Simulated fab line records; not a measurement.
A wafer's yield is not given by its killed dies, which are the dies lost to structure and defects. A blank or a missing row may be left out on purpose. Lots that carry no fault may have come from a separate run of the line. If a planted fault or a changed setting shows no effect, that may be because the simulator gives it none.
The tool behind it: which one? ; flow nandHarc ; Sampling: 11 lots, 33 wafers, 5 of 1302 route steps

WHAT THE GAUGES READ, wafer by wafer
NHARC_THIN_TSV_CD_MEAS_16. Usual: cdNm reads 1000.4 nm (standard deviation 1.3).
lot;measured;on;cdNm (nm);flag
L118;day 24 01:16;cdSem-01;1001.2 1001.6 1001.7;
L122;day 25 19:45;cdSem-03;998.4 999.9 999.7;
L132;day 29 03:13;cdSem-03;999.8 1000.7 1000.0;
L130;day 29 04:22;cdSem-01;999.5 999.5 997.7;
L133;day 29 21:53;cdSem-03;1000.6 1000.1 999.6;
L135;day 31 05:08;cdSem-02;997.8 999.4 999.1;
L131;day 31 08:53;cdSem-03;1002.5 1001.3 999.6;
L136;day 32 03:37;cdSem-02;998.9 1001.0 999.9;
L138;day 32 14:23;cdSem-01;1002.2 1002.4 1003.6;
L139;day 32 17:20;cdSem-01;999.9 1001.6 1000.5;
L137;day 33 07:49;cdSem-03;998.6 1000.3 1000.3;

NHARC_END_SORT_01. Usual: defectLimitedYield 92.0 %, standard deviation 2.6; killedAtArray 50, standard deviation 17; killedAtOther 0.7, standard deviation 1; killedAtPeriphery 3.4, standard deviation 2.4; killedDies 54, standard deviation 17; killedOpen 3.3, standard deviation 1.7; killedShort 2.5, standard deviation 1.6; sort_bin_2_pct 2.8 %, standard deviation 1.1; sort_bin_3_pct 0.5 %, standard deviation 0.33; sort_bin_4_pct 4.6 %, standard deviation 1.5; sortNPass 623, standard deviation 17; sortRimYieldPct 92 %, standard deviation 3.8; sortYieldPct 92.0 %, standard deviation 2.6.
lot;measured;on;defectLimitedYield (%);killedAtArray;killedAtOther;killedAtPeriphery;killedDies;killedOpen;killedShort;sort_bin_2_pct (%);sort_bin_3_pct (%);sort_bin_4_pct (%);sortNPass;sortRimYieldPct (%);sortYieldPct (%);flag
L118;day 24 15:04;prober-02;92.3 87.0 87.4;51 86 83;0 0 0;1 2 2;52 88 85;4 5 3;1 4 0;2.4 4.6 4.3;0.1 1.0 1.2;5.2 7.4 7.1;625 589 592;84 91 88;92.3 87.0 87.4;
L122;day 26 13:04;prober-01;87.9 89.8 81.2;74 64 119;2 3 4;6 2 4;82 69 127;2 1 5;7 2 1;3.7 3.2 6.1;1.0 0.6 4.3;7.4 6.4 8.4;595 608 550;91 96 74;87.9 89.8 81.2;OFF
L132;day 29 17:14;prober-01;93.5 92.3 93.6;41 50 42;0 1 0;3 1 1;44 52 43;4 3 2;1 3 3;1.9 2.8 1.5;0 0.3 0.3;4.6 4.6 4.6;633 625 634;97 94 92;93.5 92.3 93.6;
L130;day 29 17:14;prober-02;90.1 90.3 91.6;65 60 49;0 0 0;2 6 8;67 66 57;5 3 4;1 5 3;3.4 2.5 3.0;0.4 0.9 0.1;6.1 6.4 5.3;610 611 620;90 86 90;90.1 90.3 91.6;
L133;day 30 12:41;prober-01;94.4 93.4 92.0;34 39 40;1 0 0;3 6 14;38 45 54;3 5 3;6 3 4;1.6 2.8 3.1;0.6 0.6 0;3.4 3.2 4.9;639 632 623;94 92 94;94.4 93.4 92.0;
L135;day 31 20:35;prober-01;90.4 90.3 95.3;63 63 29;0 1 0;2 2 3;65 66 32;4 6 2;6 4 3;3.4 3.8 2.4;0.9 0.7 0.4;5.3 5.2 1.9;612 611 645;93 97 92;90.4 90.3 95.3;
L131;day 31 22:57;prober-02;93.6 94.2 95.9;38 33 25;0 1 2;5 5 1;43 39 28;0 5 2;5 5 3;1.6 2.5 1.5;0.6 0.4 0.1;4.1 2.8 2.5;634 638 649;100 87 91;93.6 94.2 95.9;
L136;day 32 20:53;prober-01;90.7 90.3 89.4;58 62 72;0 1 0;5 3 0;63 66 72;7 7 4;2 2 4;3.5 3.4 3.7;0.4 0.3 0.3;5.3 6.1 6.6;614 611 605;90 90 82;90.7 90.3 89.4;
L138;day 33 03:11;prober-02;88.9 89.8 89.4;75 65 67;0 2 0;0 2 5;75 69 72;1 1 3;1 3 4;3.8 3.8 5.5;0.4 0.6 0.3;6.8 5.8 4.9;602 608 605;90 93 92;88.9 89.8 89.4;
L139;day 33 11:36;prober-01;91.3 92.3 91.0;56 47 56;0 1 0;3 4 5;59 52 61;1 3 2;2 0 2;3.5 3.1 2.5;0.6 0.9 0.3;4.6 3.7 6.2;618 625 616;84 95 86;91.3 92.3 91.0;
L137;day 33 23:08;prober-02;91.9 91.0 92.9;52 55 43;0 5 0;3 1 5;55 61 48;5 4 3;4 1 2;3.1 2.7 2.1;0.3 0.3 0;4.7 6.1 5.0;622 616 629;92 91 92;91.9 91.0 92.9;

WHICH TOOL RAN EACH LOT (tool, then ch and the chambers of the sampled wafers, then the start)
lot;NHARC_A_BONDPAD_ETCH_24;NHARC_THIN_TSV_ETCH_44;NHARC_THIN_TSV_STRIP_56
L118;rieDiel-06 ch 0,2,3, day 23 10:05;rieDiel-09 ch 0,1,2, day 24 00:32;plasmaAsher-01 ch 0,1, day 24 06:41
L122;rieDiel-12 ch 1,2,3, day 25 04:25;rieDiel-08 ch 0,1, day 25 19:02;plasmaAsher-02 ch 0,1, day 26 01:22
L132;rieDiel-12 ch 0,2,3, day 28 11:31;rieDiel-08 ch 2,3, day 29 02:31;plasmaAsher-01 ch 0,1, day 29 08:50
L130;rieDiel-04 ch 0,2,3, day 28 13:07;rieDiel-08 ch 1,3, day 29 03:42;plasmaAsher-01 ch 0,1, day 29 10:02
L133;rieDiel-12 ch 0,3, day 29 03:27;rieDiel-08 ch 1,2,3, day 29 21:17;plasmaAsher-02 ch 0,1, day 30 03:29
L135;rieDiel-12 ch 0,1,2, day 30 14:10;rieDiel-05 ch 1,2,3, day 31 04:36;plasmaAsher-02 ch 0,1, day 31 10:46
L131;rieDiel-06 ch 0,1,2, day 30 17:44;rieDiel-09 ch 0,2,3, day 31 08:09;plasmaAsher-02 ch 0,1, day 31 14:29
L136;rieDiel-12 ch 1,2, day 31 01:14;rieDiel-09 ch 1,2, day 32 02:53;plasmaAsher-01 ch 0,1, day 32 09:29
L138;rieDiel-06 ch 0,1,3, day 31 18:32;rieDiel-08 ch 1,2,3, day 32 13:40;plasmaAsher-01 ch 0,1, day 32 20:13
L139;rieDiel-12 ch 1,3, day 32 01:49;rieDiel-08 ch 0,1,3, day 32 16:43;plasmaAsher-02 ch 0,1, day 32 23:17
L137;rieDiel-06 ch 0,2,3, day 32 13:34;rieDiel-05 ch 1,2,3, day 33 06:58;plasmaAsher-01 ch 0,1, day 33 14:04
- NHARC_A_BONDPAD_ETCH_24: etches the open film in CF4/N2, target depth 30 nm, time 72.99 s.
- NHARC_THIN_TSV_ETCH_44: etches the open film in CF4/O2, target depth 1594.2 nm, time 797.1 s.
- NHARC_THIN_TSV_STRIP_56: strips in O2.

WHAT THE TOOLS THEMSELVES READ (means of the sampled wafers that have a number; where no wafer has one, the mark that the record gives instead)
NHARC_A_BONDPAD_ETCH_24. Usual: cf4FlowSccm 49.99 sccm, standard deviation 0.15; drypumpMotorCurrentA 5.7 A, standard deviation 0.31; oesProductAu 0.996 a.u., standard deviation 0.0085; rfVppV 313.4 V, standard deviation 1.7; showerheadPlenumPTorr 2.58 Torr, standard deviation 0.091; throttleValvePct 19.794 %, standard deviation 0.0088.
lot;tool;cf4FlowSccm (sccm);drypumpMotorCurrentA (A);oesProductAu (a.u.);rfVppV (V);showerheadPlenumPTorr (Torr);throttleValvePct (%);flag
L118;rieDiel-06;50.02;5.5;0.991;314.4;2.63;19.787;
L122;rieDiel-12;49.83;5.7;0.993;312.9;2.56;19.799;
L132;rieDiel-12;49.93;5.6;1.000;313.3;2.56;19.796;
L130;rieDiel-04;49.98;5.7;1.002;311.4;2.49;19.795;
L133;rieDiel-12;50.05;5.8;1.005;311.9;2.51;19.802;
L135;rieDiel-12;49.85;5.7;0.987;314.1;2.62;19.791;
L131;rieDiel-06;50.03;5.5;0.994;312.4;2.57;19.802;
L136;rieDiel-12;50.04;5.6;0.998;313.1;2.60;19.795;
L138;rieDiel-06;50.00;5.6;0.995;313.2;2.54;19.800;
L139;rieDiel-12;49.87;6.1;0.996;312.7;2.56;19.793;
L137;rieDiel-06;49.90;5.4;1.000;313.9;2.62;19.787;

NHARC_THIN_TSV_ETCH_44. Usual: cf4FlowSccm 150.0 sccm, standard deviation 0.46; drypumpMotorCurrentA 5.7 A, standard deviation 0.36; oesProductAu 1.000 a.u., standard deviation 0.0072; rfVppV 797.7 V, standard deviation 2.5; showerheadPlenumPTorr 1.89 Torr, standard deviation 0.037; throttleValvePct 16.915 %, standard deviation 0.0084.
lot;tool;cf4FlowSccm (sccm);drypumpMotorCurrentA (A);oesProductAu (a.u.);rfVppV (V);showerheadPlenumPTorr (Torr);throttleValvePct (%);flag
L118;rieDiel-09;149.7;5.5;0.995;795.9;1.86;16.913;
L122;rieDiel-08;150.4;5.8;1.003;796.6;1.87;16.910;
L132;rieDiel-08;149.7;5.7;0.999;799.2;1.90;16.922;
L130;rieDiel-08;150.1;5.9;0.988;799.7;1.92;16.918;
L133;rieDiel-08;150.0;5.8;0.998;798.8;1.91;16.911;
L135;rieDiel-05;149.9;5.6;1.001;799.2;1.92;16.914;
L131;rieDiel-09;150.0;5.4;0.998;795.7;1.84;16.917;
L136;rieDiel-09;150.7;5.9;1.007;794.8;1.84;16.908;
L138;rieDiel-08;150.0;5.8;1.002;799.5;1.91;16.914;
L139;rieDiel-08;150.0;5.9;1.000;799.1;1.90;16.911;
L137;rieDiel-05;149.5;5.6;0.998;799.8;1.92;16.919;

NHARC_THIN_TSV_STRIP_56. Usual: drypumpMotorCurrentA 5.59 A, standard deviation 0.14; heaterPowerW 351 W, standard deviation 32.
lot;tool;drypumpMotorCurrentA (A);heaterPowerW (W);flag
L118;plasmaAsher-01;5.46;328;
L122;plasmaAsher-02;5.69;396;
L132;plasmaAsher-01;5.52;328;
L130;plasmaAsher-01;5.49;319;
L133;plasmaAsher-02;5.77;380;
L135;plasmaAsher-02;5.70;392;
L131;plasmaAsher-02;5.72;382;
L136;plasmaAsher-01;5.47;327;
L138;plasmaAsher-01;5.47;326;
L139;plasmaAsher-02;5.77;378;
L137;plasmaAsher-01;5.47;330;

THE ANSWER, worked out from the rows above alone
Rule: a lot is off if the mean of its wafers that have a number lies more than 3 standard deviations from the usual mean. A lot without any number at a reading at which 4 lots or more have one is off too. The other lots that the step has rows for count as sound. First the gauges in route order, then the tools' own readings, where a lot's mean is used as printed above. At the first step where some lot is off, the reading lying furthest off is the one used; lots without a number count as furthest.
Off: L122 (NHARC_END_SORT_01, sort_bin_3_pct).
If a tool, at a process step before that reading, ran all the lots that are off and no sound lot after the first of them, it fits. Those tools and the gauges at NHARC_END_SORT_01 are tried in the same way. Of those tried, none fits.

WHAT THE SIMULATOR HAD INSERTED
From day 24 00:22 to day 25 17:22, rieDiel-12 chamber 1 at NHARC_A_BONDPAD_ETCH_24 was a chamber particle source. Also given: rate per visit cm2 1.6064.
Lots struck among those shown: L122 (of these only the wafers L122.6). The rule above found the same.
